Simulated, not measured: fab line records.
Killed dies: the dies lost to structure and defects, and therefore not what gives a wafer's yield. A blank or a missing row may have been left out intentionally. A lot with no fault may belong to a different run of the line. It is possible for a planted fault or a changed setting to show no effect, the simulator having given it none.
The tool behind it: which one? | flow nand harc | 14 lots with 42 wafers sampled at 2 steps, on a route of 1302 steps

== WHAT EACH GAUGE READ, for each wafer ==
NHARC_P_STI_CD_MEAS_16. Usual: cd nm reads 199.5 nm (standard deviation 1.6).
lot  | measured     | on        | cd nm (nm)        | flag
L707 | day 3 15:19  | cd sem-03 | 198.9 201.0 198.3 |
L708 | day 4 01:26  | cd sem-03 | 198.1 200.4 202.1 |
L709 | day 4 11:05  | cd sem-02 | 200.2 200.2 201.9 |
L710 | day 4 22:01  | cd sem-02 | 201.5 201.6 200.8 |
L711 | day 5 08:33  | cd sem-02 | 202.2 201.5 201.8 |
L713 | day 6 08:33  | cd sem-02 | 199.3 198.3 198.1 |
L715 | day 6 23:29  | cd sem-03 | 199.1 199.4 197.4 |
L716 | day 7 09:21  | cd sem-01 | 195.4 196.8 196.8 |
L717 | day 7 18:46  | cd sem-01 | 199.6 198.0 198.7 |
L718 | day 8 05:36  | cd sem-02 | 198.7 201.2 197.3 |
L719 | day 8 18:29  | cd sem-01 | 201.4 199.4 199.2 |
L722 | day 9 21:06  | cd sem-03 | 198.9 201.2 199.5 |
L727 | day 11 23:03 | cd sem-02 | 204.2 200.7 200.6 |
L728 | day 12 10:00 | cd sem-02 | 196.9 200.1 200.5 |

NHARC_P_STI_OCD_MEAS_17. Usual: trench depth nm 301 nm, standard deviation 3.8; trench foot cd nm 157.7 nm, standard deviation 1.5.
lot  | measured     | on     | trench depth nm (nm) | trench foot cd nm (nm) | flag
L707 | day 3 15:24  | ocd-01 | 306 307 305          | 155.9 158.7 155.7      |
L708 | day 4 01:31  | ocd-01 | 302 301 308          | 157.0 158.6 159.9      |
L709 | day 4 11:10  | ocd-02 | 299 303 298          | 159.1 157.8 159.8      |
L710 | day 4 22:06  | ocd-01 | 307 306 305          | 158.9 158.4 157.6      |
L711 | day 5 08:38  | ocd-02 | 301 300 305          | 160.7 159.6 158.8      |
L713 | day 6 08:38  | ocd-02 | 302 298 307          | 158.3 157.2 155.7      |
L715 | day 6 23:34  | ocd-02 | 304 301 300          | 156.6 157.7 155.9      |
L716 | day 7 09:26  | ocd-01 | 301 300 301          | 154.9 155.4 155.4      |
L717 | day 7 18:52  | ocd-01 | 299 301 299          | 158.5 156.0 157.1      |
L718 | day 8 05:41  | ocd-02 | 302 299 301          | 157.2 157.8 155.6      |
L719 | day 8 18:34  | ocd-02 | 294 296 294          | 160.0 158.3 158.0      |
L722 | day 9 21:11  | ocd-02 | 309 305 304          | 154.8 159.2 157.2      |
L727 | day 11 23:08 | ocd-01 | 306 298 304          | 160.7 159.8 159.9      |
L728 | day 12 10:05 | ocd-01 | 298 295 296          | 155.3 158.5 159.4      |

== EACH LOT AND THE TOOL THAT RAN IT (in order: tool; ch and the chambers of the sampled wafers; start) ==
The record shows no process step preceding these readings.

== AS READ BY THE TOOLS THEMSELVES (means over the sampled wafers that have a number; for cases with no such wafer, the mark the record gives instead) ==
The record holds no such reading with a usual standard deviation.

== THE ANSWER, worked out from the rows above alone ==
Rule: a lot counts as off when the mean over its wafers that have a number is more than 3 standard deviations away from the usual mean. A lot without any number at a reading at which 4 lots or more have one is off too. The other lots that the step has rows for count as sound. After the gauges, taken in route order, come the tools' own readings; for these a lot's mean is taken, as printed above. At the first step where some lot is off, the reading lying furthest off is the one used; lots without a number count as furthest.
Nothing can be told from this: no lot is off at any reading shown.

== WHAT THE SIMULATOR HAD PUT IN ==
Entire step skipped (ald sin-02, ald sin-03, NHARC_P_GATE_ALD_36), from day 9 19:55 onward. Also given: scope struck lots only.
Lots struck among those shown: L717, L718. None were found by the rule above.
